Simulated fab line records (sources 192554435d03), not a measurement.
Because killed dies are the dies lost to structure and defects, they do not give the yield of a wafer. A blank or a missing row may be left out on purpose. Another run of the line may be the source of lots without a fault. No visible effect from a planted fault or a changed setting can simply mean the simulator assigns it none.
fab line records ; flow n5_finfet
[record] lots = 10; wafers = 27; last_day = 17
route steps=1938 shown WELL_APT@28 PMOS_HMC_CHANNEL_EPI@74 FIN_SAQP@99 BEOL_M4@1111
lots untouched by any fault: they come from a run of this same line in which no faults occurred
start_h: start of the lot's first displayed wafer, in hours after the record's first day ; wait_h: hours elapsed since this lot's preceding step ; " as in the row above ; L1.1+2: a single row standing in for several wafers ; - no value, or no start given ; * or withheld: withheld ; < > ~ a bound
route shown NAME@n: a module of which the file shows steps, and the number in the route of the first ; usual: the fault-free wafers' mean and standard deviation ; same: alike in all rows ; chamber/n: place in a boat ; sites: per-site readings ; _std_site: standard deviation across them ; _edge_site: outer sites' mean less inner sites' ; radius_mm: how far each site lies from the wafer's centre ; mask NAME#n: copy n ; behind: the most recent tool/chamber to have shaped the wafer ; hold: why the lot was held/for how many hours/how that ended ; device: transistor that didn't switch, given as n, p or np ; end of line: tests run on the same wafers once the route is complete ; a step with no rows: only its recipe ; killed: the dies lost at the first sort to structure and to defects; this is not the yield of the wafer ; map: dies across one wafer; x = killed, . = not, _ = none there
set.NAME: the setting as run; set.NAME@STEP: as run at that earlier step ; model.NAME: the simulator's own value behind a step, which no gauge read
one table for each step of the route and one row for each wafer, over a sample of lots
services: the hour from which a tool's chamber was out of use, counted from the record's first day as start_h (under 0 if before that day), plus the number of hours and why
[[steps]]
[step N5_WELL_APT_CD_MEAS_08]
[recipe] target_cd_nm = 200; landing_energy_ev = 500; detector = se_inlens
[usual] cd_nm = 199.2/1.8
lot.wafer;tool;chamber;start_h;wait_h;cd_nm
L603.3;cd_sem-03;0;61.60;-;197.7
L603.4;cd_sem-03;0;61.60;-;198.6
L605.2;cd_sem-01;0;73.78;-;198.5
L605.3;cd_sem-01;0;73.78;-;200.0
L606.2;cd_sem-03;0;79.68;-;204.8
L606.3;cd_sem-03;0;79.68;-;200.5
L607.3;cd_sem-02;0;86.08;-;200.5
L607.4;cd_sem-02;0;86.08;-;197.0
L607.6;cd_sem-02;0;86.08;-;198.0
L608.1;cd_sem-01;0;92.15;-;201.5
L608.2;cd_sem-01;0;92.15;-;203.7
L608.5;cd_sem-01;0;92.15;-;200.0
L612.1;cd_sem-02;0;115.82;-;197.4
L612.4;cd_sem-02;0;115.82;-;198.8
L612.5;cd_sem-02;0;115.82;-;199.2
L613.1;cd_sem-02;0;121.90;-;197.9
L613.2;cd_sem-02;0;121.90;-;195.8
L613.5;cd_sem-02;0;121.90;-;196.3
L615.2;cd_sem-03;0;134.04;-;201.3
L615.3;cd_sem-03;0;134.04;-;198.1
L615.6;cd_sem-03;0;134.04;-;198.4
L616.1;cd_sem-02;0;139.68;-;198.7
L616.2;cd_sem-02;0;139.68;-;196.2
L616.3;cd_sem-02;0;139.68;-;197.9
L617.1;cd_sem-03;0;146.00;-;200.2
L617.4;cd_sem-03;0;146.00;-;200.6
L617.5;cd_sem-03;0;146.00;-;198.7
[step N5_WELL_APT_DESCUM_30]
[recipe] chemistry = O2; time_s = 7.9; source_power_w = 50; bias_power_w = 20; pressure_mtorr = 20; rf_frequency_hz = 2.712e+07; temp_c = 40; o2_flow_sccm = 225
[usual] drypump_motor_current_A = 5.6/0.48; oes_product_au = 0.77/0.09; rf_vpp_V = 243.1/1.5; showerhead_plenum_p_Torr = 2.09/0.075; throttle_valve_pct = 20.49/0.27
[same] time_s = 7.9
lot.wafer;tool;chamber;start_h;wait_h;drypump_motor_current_A;oes_product_au;rf_hours_counter_h;rf_vpp_V;showerhead_plenum_p_Torr;throttle_valve_pct
L603.3;rie_diel-01;1;63.12;0.2;5.0;0.76;131;242.4;2.04;21.00
L603.4;rie_diel-01;0;63.12;0.2;4.7;0.77;-;243.2;2.07;20.12
L605.2;rie_diel-01;0;75.02;0.1;4.7;0.76;161;242.9;2.07;20.14
L605.3;rie_diel-01;1;75.02;0.1;5.0;0.75;136;242.8;2.04;21.02
L606.2;rie_diel-06;2;81.69;0.0;5.6;0.73;174;243.9;2.17;20.83
L606.3;rie_diel-06;1;81.69;0.0;6.3;0.66;240;243.0;2.06;20.47
L607.3;rie_diel-06;0;87.52;0.1;5.7;0.91;23;243.8;2.24;20.19
L607.4;rie_diel-06;2;87.52;0.1;5.5;0.73;176;245.3;2.17;20.84
L607.6;rie_diel-06;2;87.52;0.1;5.5;0.73;-;243.4;2.17;20.83
L608.1;rie_diel-06;1;93.62;0.0;6.2;0.67;245;241.6;2.06;20.49
L608.2;rie_diel-06;3;93.62;0.0;5.6;0.84;58;243.1;2.03;20.43
L608.5;rie_diel-06;3;93.62;0.0;5.6;0.86;-;241.1;2.03;20.42
L612.1;rie_diel-01;3;117.30;0.0;5.4;0.94;17;243.1;2.03;20.16
L612.4;rie_diel-01;0;117.30;0.0;4.7;0.75;179;241.8;2.06;20.14
L612.5;rie_diel-01;1;117.30;0.0;5.0;0.73;-;243.2;2.03;21.04
L613.1;rie_diel-01;0;124.21;0.0;4.7;0.74;182;243.3;2.06;20.14
L613.2;rie_diel-01;2;124.21;0.0;6.2;0.69;241;245.4;2.14;20.58
L613.5;rie_diel-01;1;124.21;0.0;5.0;0.74;-;241.6;2.03;21.04
L615.2;rie_diel-01;3;135.37;0.1;5.4;0.91;21;242.2;2.03;20.15
L615.3;rie_diel-01;1;135.37;0.1;5.0;0.74;161;240.1;2.03;21.05
L615.6;rie_diel-01;0;135.37;0.1;4.7;0.75;-;243.9;2.06;20.15
L616.1;rie_diel-01;2;141.02;0.0;6.2;0.68;247;243.6;2.14;20.59
L616.2;rie_diel-01;3;141.02;0.0;5.4;0.92;23;242.2;2.03;20.18
L616.3;rie_diel-01;1;141.02;0.0;5.0;0.74;162;241.2;2.03;21.04
L617.1;rie_diel-02;2;147.59;0.0;5.8;0.92;10;244.1;2.14;20.28
L617.4;rie_diel-02;0;147.59;0.0;5.5;0.91;26;245.0;2.24;20.36
L617.5;rie_diel-02;3;147.59;0.0;6.2;0.68;-;243.8;2.04;20.61
[step N5_PMOS_HMC_CHANNEL_EPI_FIN_RECESS_16]
[recipe] chemistry = HBr/Cl2; target = Si; mask_material = SiO2; target_depth_a = 540; time_s = 18; pressure_mtorr = 10; icp_w = 800; bias_w = 75; HBr_flow_sccm = 150; Cl2_flow_sccm = 80
[usual] HBr_flow_sccm = 150.0/0.45; drypump_motor_current_A = 5.7/0.43; oes_product_au = 1.003/0.017; throttle_valve_pct = 35.44/0.29
lot.wafer;tool;chamber;start_h;wait_h;HBr_flow_sccm;drypump_motor_current_A;oes_product_au;rf_hours_counter_h;throttle_valve_pct
L603.3;rie_si-03;2;65.83;0.0;150.0;5.7;1.004;37;35.29
L603.4;rie_si-03;0;65.83;0.0;149.8;6.3;0.970;178;35.31
L605.2;rie_si-03;3;77.67;0.0;150.6;6.1;1.008;2;34.88
L605.3;rie_si-03;0;77.67;0.0;149.7;6.3;0.972;178;35.29
L606.2;rie_si-03;3;84.75;0.0;150.1;6.1;1.017;2;34.86
L606.3;rie_si-03;0;84.75;0.0;149.5;6.3;0.979;178;35.28
L607.3;rie_si-02;0;90.28;0.0;149.8;5.2;0.978;153;35.10
L607.4;rie_si-02;3;90.28;0.0;150.0;6.0;0.973;-;35.61
L607.6;rie_si-02;1;90.28;0.0;150.3;5.9;0.994;-;35.73
L608.1;rie_si-06;0;96.54;0.0;150.6;5.5;1.021;8;35.37
L608.2;rie_si-06;2;96.54;0.0;149.9;5.7;1.017;60;35.90
L608.5;rie_si-06;0;96.54;0.0;149.8;5.5;1.034;-;35.34
L612.1;rie_si-02;1;120.30;0.0;149.9;5.9;0.991;39;35.72
L612.4;rie_si-02;2;120.30;0.0;150.6;5.0;1.015;103;35.52
L612.5;rie_si-02;1;120.30;0.0;150.2;5.9;0.995;-;35.73
L613.1;rie_si-06;2;127.57;0.0;150.2;5.7;1.010;60;35.91
L613.2;rie_si-06;3;127.57;0.0;150.3;6.3;1.004;1;35.55
L613.5;rie_si-06;0;127.57;0.0;149.8;5.5;1.021;-;35.37
L615.2;rie_si-02;0;138.25;0.0;150.7;5.2;0.974;154;35.11
L615.3;rie_si-02;1;138.25;0.0;150.3;5.9;0.999;39;35.74
L615.6;rie_si-02;1;138.25;0.0;150.0;5.9;0.992;-;35.74
L616.1;rie_si-03;0;143.75;0.0;150.7;6.3;0.973;179;35.29
L616.2;rie_si-03;2;143.75;0.0;150.6;5.7;1.016;39;35.28
L616.3;rie_si-03;3;143.75;0.0;150.6;6.1;1.004;3;34.89
L617.1;rie_si-03;3;150.44;0.0;149.8;6.1;0.991;3;34.89
L617.4;rie_si-03;2;150.44;0.0;149.5;5.7;1.003;39;35.30
L617.5;rie_si-03;2;150.44;0.0;149.6;5.7;1.005;-;35.30
[step N5_PMOS_HMC_CHANNEL_EPI_THK_MEAS_22]
[recipe] reads = SiGe30_of_PMOS_HMC_CHANNEL_EPI_EPI_20
[usual] HMC_CMP_THK = 54.4/1.2
lot.wafer;tool;chamber;start_h;wait_h;HMC_CMP_THK[nm]
L603.3;film_metro-02;-;67.81;-;55.3
L603.4;film_metro-02;-;67.81;-;45.8
L605.2;film_metro-02;-;79.47;-;47.4
L605.3;film_metro-02;-;79.47;-;52.3
L606.2;film_metro-02;-;86.55;-;48.0
L606.3;film_metro-02;-;86.55;-;53.3
L607.3;film_metro-02;-;92.18;-;52.9
L607.4;film_metro-02;-;92.18;-;55.6
L607.6;film_metro-02;-;92.18;-;53.9
L608.1;film_metro-02;-;98.46;-;56.5
L608.2;film_metro-02;-;98.46;-;55.2
L608.5;film_metro-02;-;98.46;-;56.6
L612.1;film_metro-02;-;122.12;-;53.8
L612.4;film_metro-02;-;122.12;-;54.5
L612.5;film_metro-02;-;122.12;-;53.6
L613.1;film_metro-02;-;129.38;-;55.0
L613.2;film_metro-02;-;129.38;-;55.1
L613.5;film_metro-02;-;129.38;-;56.1
L615.2;film_metro-01;-;140.10;-;53.1
L615.3;film_metro-01;-;140.10;-;53.7
L615.6;film_metro-01;-;140.10;-;53.8
L616.1;film_metro-02;-;145.95;-;52.4
L616.2;film_metro-02;-;145.95;-;55.8
L616.3;film_metro-02;-;145.95;-;53.6
L617.1;film_metro-02;-;152.64;-;52.9
L617.4;film_metro-02;-;152.64;-;55.4
L617.5;film_metro-02;-;152.64;-;55.5
[step N5_FIN_SAQP_PECVD_48]
[recipe] material = SiNx; target_thk_a = 250; temp_c = 400; precursor = SiH4/NH3/N2; pressure_torr = 1.5; rf_w = 300; time_s = 22.1
[usual] heater_power_w = 792/75; showerhead_plenum_p_Torr = 5.16/0.053; throttle_valve_pct = 40.8/2.1
[same] time_s = 22.1
lot.wafer;tool;chamber;start_h;wait_h;heater_power_w;showerhead_plenum_p_Torr;throttle_valve_pct
L603.3;pecvd-03;0;70.31;0.0;779;5.28;42.7
L603.4;pecvd-03;1;70.31;0.0;777;5.18;42.6
L605.2;pecvd-02;1;82.18;0.0;802;5.17;41.3
L605.3;pecvd-02;2;82.18;0.0;724;5.10;38.3
L606.2;pecvd-02;0;87.99;0.0;835;5.12;41.3
L606.3;pecvd-02;1;87.99;0.0;892;5.17;41.5
L607.3;pecvd-02;1;93.56;0.0;932;5.16;41.4
L607.4;pecvd-02;1;93.56;0.0;913;5.18;41.6
L607.6;pecvd-02;0;93.56;0.0;715;5.12;41.7
L608.1;pecvd-04;2;99.67;0.0;731;5.15;39.3
L608.2;pecvd-04;1;99.67;0.0;806;5.13;46.2
L608.5;pecvd-04;1;99.67;0.0;853;5.14;46.1
L612.1;pecvd-02;1;123.59;0.0;814;5.17;41.6
L612.4;pecvd-02;0;123.59;0.0;770;5.13;41.9
L612.5;pecvd-02;1;123.59;0.0;853;5.17;41.5
L613.1;pecvd-03;0;130.66;0.0;867;5.28;42.6
L613.2;pecvd-03;2;130.66;0.0;715;5.17;38.2
L613.5;pecvd-03;2;130.66;0.0;716;5.16;38.2
L615.2;pecvd-02;2;141.35;0.0;727;5.10;38.4
L615.3;pecvd-02;0;141.35;0.0;785;5.12;41.6
L615.6;pecvd-02;2;141.35;0.0;736;5.10;38.7
L616.1;pecvd-02;1;147.34;0.0;843;5.15;41.4
L616.2;pecvd-02;2;147.34;0.0;649;5.11;38.5
L616.3;pecvd-02;0;147.34;0.0;868;5.12;41.8
L617.1;pecvd-03;2;153.82;0.0;811;5.17;38.2
L617.4;pecvd-03;1;153.82;0.0;827;5.18;42.4
L617.5;pecvd-03;2;153.82;0.0;778;5.17;38.2
[step N5_BEOL_M4_RC_MEAS_101]
[usual] DIBL_N = 36.8/1.5; DIBL_P = 37.1/2.1; IOFF_N = 0.168/0.03; IOFF_P = 0.22/0.034; ION_N = 679/12; ION_P = 466/8; SS_N = 71.7/0.58; SS_P = 73.5/0.67; VT_N = 248.8/2.7; VT_P = -250/3.3
lot.wafer;tool;chamber;start_h;wait_h;DIBL_N[mV/V];DIBL_P[mV/V];IOFF_N[nA/um];IOFF_P[nA/um];ION_N[uA/um];ION_P[uA/um];SS_N[mV/dec];SS_P[mV/dec];VT_N[mV];VT_P[mV]
L603.3;prober-02;0;212.29;0.3;38.1;39.1;0.217;0.24;690;470;72.6;73.7;248.9;-250
L603.4;prober-02;0;212.29;0.3;35.3;36.2;0.153;0.18;678;446;72.1;73.2;250.0;-254
L605.2;prober-02;0;216.27;0.2;36.5;36.2;0.150;0.17;660;450;70.7;73.8;251.1;-253
L605.3;prober-02;0;216.27;0.2;38.9;41.4;0.217;0.27;677;467;72.4;74.1;244.8;-249
L606.2;prober-01;0;237.39;0.2;35.2;34.6;0.149;0.18;680;461;71.2;73.7;248.8;-253
L606.3;prober-01;0;237.39;0.2;34.9;33.7;0.131;0.18;663;459;71.7;73.0;252.6;-254
L607.3;prober-02;0;240.63;0.3;37.1;39.3;0.176;0.24;677;463;72.4;73.6;250.6;-246
L607.4;prober-02;0;240.63;0.3;36.8;40.2;0.175;0.27;670;463;72.5;74.6;249.6;-246
L607.6;prober-02;0;240.63;0.3;37.4;40.5;0.181;0.27;674;466;72.5;74.3;247.8;-246
L608.1;prober-02;0;242.12;0.0;34.3;32.5;0.132;0.19;662;465;70.9;73.3;250.2;-251
L608.2;prober-02;0;242.12;0.0;36.4;34.9;0.166;0.22;676;470;71.2;73.4;247.7;-250
L608.5;prober-02;0;242.12;0.0;35.6;34.2;0.152;0.21;670;461;71.0;74.0;249.4;-250
L613.1;prober-01;0;268.45;0.0;38.4;38.2;0.189;0.24;696;480;72.0;73.4;246.2;-250
L613.2;prober-01;0;268.45;0.0;37.9;37.6;0.169;0.24;677;464;71.6;73.5;245.0;-249
L613.5;prober-01;0;268.45;0.0;37.8;38.1;0.193;0.25;708;484;72.4;74.2;243.7;-245
L612.1;prober-01;0;269.38;0.0;35.7;36.8;0.139;0.22;681;472;71.1;73.4;252.4;-251
L612.4;prober-01;0;269.38;0.0;33.8;33.9;0.118;0.17;674;468;70.9;72.4;253.6;-252
L612.5;prober-01;0;269.38;0.0;37.9;39.5;0.169;0.27;676;471;71.7;73.9;244.6;-246
L616.1;prober-02;0;288.14;0.0;39.5;39.8;0.233;0.28;712;478;71.8;74.5;244.4;-247
L616.2;prober-02;0;288.14;0.0;36.3;36.0;0.149;0.21;687;472;71.4;73.2;250.9;-249
L616.3;prober-02;0;288.14;0.0;37.7;37.7;0.182;0.23;695;476;72.2;73.2;248.9;-250
L615.2;prober-02;0;294.62;0.2;38.9;37.8;0.177;0.19;678;460;72.3;73.9;247.2;-256
L615.3;prober-02;0;294.62;0.2;36.8;35.5;0.135;0.17;675;459;70.8;73.3;254.0;-256
L615.6;prober-02;0;294.62;0.2;38.6;36.7;0.174;0.18;683;462;72.4;73.7;249.3;-257
L617.1;prober-02;0;296.59;0.0;33.4;33.0;0.126;0.19;679;469;71.3;72.9;252.8;-251
L617.4;prober-02;0;296.59;0.0;34.7;34.8;0.147;0.22;681;472;71.5;73.4;252.4;-247
L617.5;prober-02;0;296.59;0.0;36.5;36.2;0.164;0.26;678;474;72.4;73.0;248.7;-246
[[services]]
tool;chamber;start_h;hours;kind
rie_diel-06;1;44.87;4.8;repair
pecvd-03;2;57.71;5.0;scheduled_down
rie_diel-01;3;59.97;1.7;repair
rie_diel-01;3;61.78;-;clean
rie_diel-01;3;61.78;-;consumable_replace:focus_ring
rie_diel-01;3;61.78;14.4;scheduled_down
rie_diel-01;3;61.78;14.4;vent_cycle
rie_diel-02;-;72.54;11.6;repair
rie_si-02;2;84.14;7.9;repair
rie_si-02;-;84.27;2.8;pm
rie_si-06;2;87.00;6.3;repair
rie_diel-02;2;96.77;1.5;repair
rie_si-03;3;101.59;13.9;repair
rie_diel-06;1;109.69;-;clean
rie_diel-06;1;109.69;-;consumable_replace:focus_ring
rie_diel-06;1;109.69;20.6;scheduled_down
rie_diel-01;3;130.35;4.5;repair
pecvd-04;-;130.72;0.6;repair
pecvd-02;-;136.68;2.8;pm
rie_diel-01;2;147.45;-;clean
rie_diel-01;2;147.45;-;consumable_replace:focus_ring
rie_diel-01;2;147.45;14.8;scheduled_down
rie_diel-01;2;147.45;14.8;vent_cycle
rie_diel-01;-;148.96;0.1;repair
[[key]]
[first_sign] step = N5_PMOS_HMC_CHANNEL_EPI_THK_MEAS_22; reading = HMC_CMP_THK; direction = down; sigmas = 6.3; usual = 54.4; struck = 47.1
effect none on later readings
met_at N5_PMOS_HMC_CHANNEL_EPI_FIN_RECESS_16
struck_lots L603,L605,L606
struck_wafers L603.4,L605.2,L606.2
not_acting_at N5_WELL_APT_CD_MEAS_08,N5_WELL_APT_DESCUM_30,N5_FIN_SAQP_PECVD_48
[fault] kind = process_parameter_drift; tool = rie_si-03; chamber = -; onset_h = 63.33; steps = N5_PMOS_HMC_CHANNEL_EPI_FIN_RECESS_16; channel = time_s; offset = *; shape = step; end_h = 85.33; scope = struck_wafers_only; acts_in = *; stated = *
